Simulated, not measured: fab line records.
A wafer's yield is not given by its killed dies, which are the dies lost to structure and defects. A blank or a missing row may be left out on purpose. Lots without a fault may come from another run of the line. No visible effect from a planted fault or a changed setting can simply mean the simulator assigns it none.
Chamber matching / flow nand-harc / rie-diel-13 running NHARC_P_M0_DESCUM_14: 4 sister chambers
The step chemistry O2, time 3 s. 4 wafers are shown with their chamber, then 12 later ones without.

== EACH WAFER AND ITS CHAMBER ==
wafer=L080.4; chamber=3; drypump-motor-current-A (A)=4.8
wafer=L086.2; chamber=0; drypump-motor-current-A (A)=5.2
wafer=L086.3; chamber=1; drypump-motor-current-A (A)=5.4
wafer=L086.4; chamber=2; drypump-motor-current-A (A)=6.5

== WAFERS WITH NO CHAMBER GIVEN ==
wafer=L088.3; drypump-motor-current-A (A)=5.4
wafer=L088.5; drypump-motor-current-A (A)=4.8
wafer=L088.6; drypump-motor-current-A (A)=6.5
wafer=L092.2; drypump-motor-current-A (A)=4.8
wafer=L092.5; drypump-motor-current-A (A)=5.2
wafer=L092.6; drypump-motor-current-A (A)=5.4
wafer=L094.2; drypump-motor-current-A (A)=5.3
wafer=L094.3; drypump-motor-current-A (A)=4.8
wafer=L094.4; drypump-motor-current-A (A)=5.4
wafer=L095.1; drypump-motor-current-A (A)=5.3
wafer=L095.2; drypump-motor-current-A (A)=4.8
wafer=L095.6; drypump-motor-current-A (A)=5.3

== THE CHAMBER EACH PASSED THROUGH ==
wafer=L088.3; from the rows above=1; in truth=1
wafer=L088.5; from the rows above=3; in truth=3
wafer=L088.6; from the rows above=2; in truth=2
wafer=L092.2; from the rows above=3; in truth=3
wafer=L092.5; from the rows above=0; in truth=0
wafer=L092.6; from the rows above=1; in truth=1
wafer=L094.2; from the rows above=can't be placed: 0 or 1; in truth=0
wafer=L094.3; from the rows above=3; in truth=3
wafer=L094.4; from the rows above=1; in truth=1
wafer=L095.1; from the rows above=can't be placed: 0 or 1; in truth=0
wafer=L095.2; from the rows above=3; in truth=3
wafer=L095.6; from the rows above=can't be placed: 0 or 1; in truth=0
Placed correctly: 9 of 12. Cannot be placed on the basis of these rows: 3; the candidates contain the true chamber in 3. Number placed wrongly: 0.
How it was worked out, from the rows above alone: a wafer's distance from a chamber is the root of the sum, over the readings, of the square of ((its reading less the chamber's mean) divided by the reading's scatter). The wafer belongs to the nearest chamber; if the next one is less than 2 further off, it can't be placed. Each chamber's mean is taken over the wafers shown for it. The scatter (one wafer shown for each chamber): square how far every hidden wafer sits from the nearest shown wafer, average those squares and take the square root.
